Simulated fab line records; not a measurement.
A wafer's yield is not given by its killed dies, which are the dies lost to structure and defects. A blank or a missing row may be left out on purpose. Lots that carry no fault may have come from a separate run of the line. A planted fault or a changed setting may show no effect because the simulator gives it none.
The same fault as seen by 2 desks + flow n5_finfet + each desk has only its own numbers; what lay behind them comes last

== THE DEFECT DESK ==
Per lot, the means of the sampled wafers with a number show what the inspections along the route counted. Any lot whose mean is over 4 standard deviations away from the usual mean is out of limits and marked OUT; that distance is given in the brackets.
Columns: A = raw_defect_count at N5_MOL_CONTACT_COAG_INSPECT_42, usual 211
| lot  | first seen here | A   |
|------|-----------------|-----|
| L468 | day 5 10:09     | 280 |
| L470 | day 5 18:31     | 232 |
| L471 | day 6 03:28     | 215 |
| L472 | day 6 07:52     | 288 |
| L473 | day 6 11:44     | 171 |
| L474 | day 6 14:52     | 138 |
| L475 | day 6 23:55     | 211 |
| L477 | day 7 14:14     | 261 |
| L481 | day 8 13:35     | 223 |
| L483 | day 8 21:37     | 196 |
| L485 | day 9 07:34     | 234 |
| L489 | day 10 17:21    | 175 |
| L490 | day 10 20:43    | 195 |
This desk found nothing out of limits on any of the 13 lots.

== TOOL OWNER'S DESK, litho_track-03 ==
The tool's own readings at N5_MOL_CONTACT_COAG_COAT_62 (time 60 s, resist thk 60 nm): means of the sampled wafers that have a number, for each lot that ran on this tool. Any lot whose mean is over 4 standard deviations away from the usual mean is out of limits and marked OUT; that distance is given in the brackets.
Columns: A = spin_speed_rpm at N5_MOL_CONTACT_COAG_COAT_62, usual 1499.9 rpm
| lot  | first seen here | A                |
|------|-----------------|------------------|
| L474 | day 6 14:22     | 1500.0           |
| L475 | day 6 23:32     | 1501.1           |
| L481 | day 8 13:06     | 1498.9           |
| L483 | day 8 21:14     | 1580.3 (+73) OUT |
| L485 | day 9 07:05     | 1581.0 (+74) OUT |
This desk's finding: out of limits on L483, L485; first on L483, day 8 21:14 (spin_speed_rpm at N5_MOL_CONTACT_COAG_COAT_62). L474, L475, L481 stayed within limits.

== BROUGHT TOGETHER ==
At day 8 21:14, on L483, L485, the tool owner's desk was in a position to raise an alarm.
The defect desk saw nothing out of limits.
The defect desk has L483, L485 on record, within its limits.
N5_MOL_CONTACT_COAG_COAT_62 was run on litho_track-03 by each of the lots named.

== WHAT HAD BEEN PUT IN BY THE SIMULATOR ==
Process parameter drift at N5_MOL_CONTACT_COAG_COAT_62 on litho_track-03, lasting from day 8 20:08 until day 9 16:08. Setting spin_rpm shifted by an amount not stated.
Shown lots that were struck: L483, L485.
Hours from the fault's start to each desk's first reading out of limits: the tool owner's desk, 1.
